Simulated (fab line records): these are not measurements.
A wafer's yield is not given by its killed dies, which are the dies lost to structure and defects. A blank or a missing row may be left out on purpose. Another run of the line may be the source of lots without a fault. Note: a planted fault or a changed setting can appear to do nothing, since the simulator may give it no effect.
Which tool was responsible? -- flow nand harc -- 21 wafers from 7 lots sampled at 2 of the route's 1302 steps

WHAT THE GAUGES SHOWED, per wafer
NHARC_P_ZERO_WELL_CD_MEAS_24: target cd 720 nm.
lot,measured,on,cd nm (nm)
L994,day 4 00:34,cd sem-02,717.1 716.9 718.2
L996,day 4 20:37,cd sem-01,720.0 718.6 719.4
L998,day 5 16:27,cd sem-02,722.5 723.1 720.7
L102,day 7 08:34,cd sem-01,718.6 717.1 719.3
L104,day 8 04:35,cd sem-01,719.0 721.0 721.2
L110,day 10 16:28,cd sem-01,716.7 716.5 716.5
L112,day 11 12:52,cd sem-03,718.8 720.7 719.3

TOOL THAT RAN EACH LOT (tool first, then ch and the chambers of the sampled wafers, then the start)
lot,NHARC_P_ZERO_WELL_ETCH_62
L994,"rie diel-03 ch 0,1, day 4 00:34 or earlier"
L996,"rie diel-10 ch 0,1,2, day 4 20:37 or earlier"
L998,"rie diel-04 ch 1,2,3, day 5 16:27 or earlier"
L102,"rie diel-04 ch 0,2,3, day 7 08:34 or earlier"
L104,"rie diel-10 ch 0,2, day 8 04:35 or earlier"
L110,"rie diel-04 ch 1,2, day 10 16:28 or earlier"
L112,"rie diel-10 ch 0,1,3, day 11 12:52 or earlier"
- NHARC_P_ZERO_WELL_ETCH_62: etches the open film in CHF3/Ar, target depth 13 nm, time 6.5 s.

THE ANSWER, worked out from the rows above alone
Rule: usual is defined by the lots themselves. Put in order of their means at a reading, lots are off if they are a third of the lots or fewer, leave a main group of 4 or more, and stand apart from it by a gap of 3 or more times the standard deviation of the main group's means; of several such gaps the widest counts. The tables above print the reading to a certain number of digits; a main group whose means all agree to those digits is not used. A lot without any number at a reading at which 4 lots or more have one is off too. All remaining lots with rows at the step are treated as sound.
Nothing can be told from this: no lot is off at any reading shown.

WHAT THE SIMULATOR HAD PUT IN
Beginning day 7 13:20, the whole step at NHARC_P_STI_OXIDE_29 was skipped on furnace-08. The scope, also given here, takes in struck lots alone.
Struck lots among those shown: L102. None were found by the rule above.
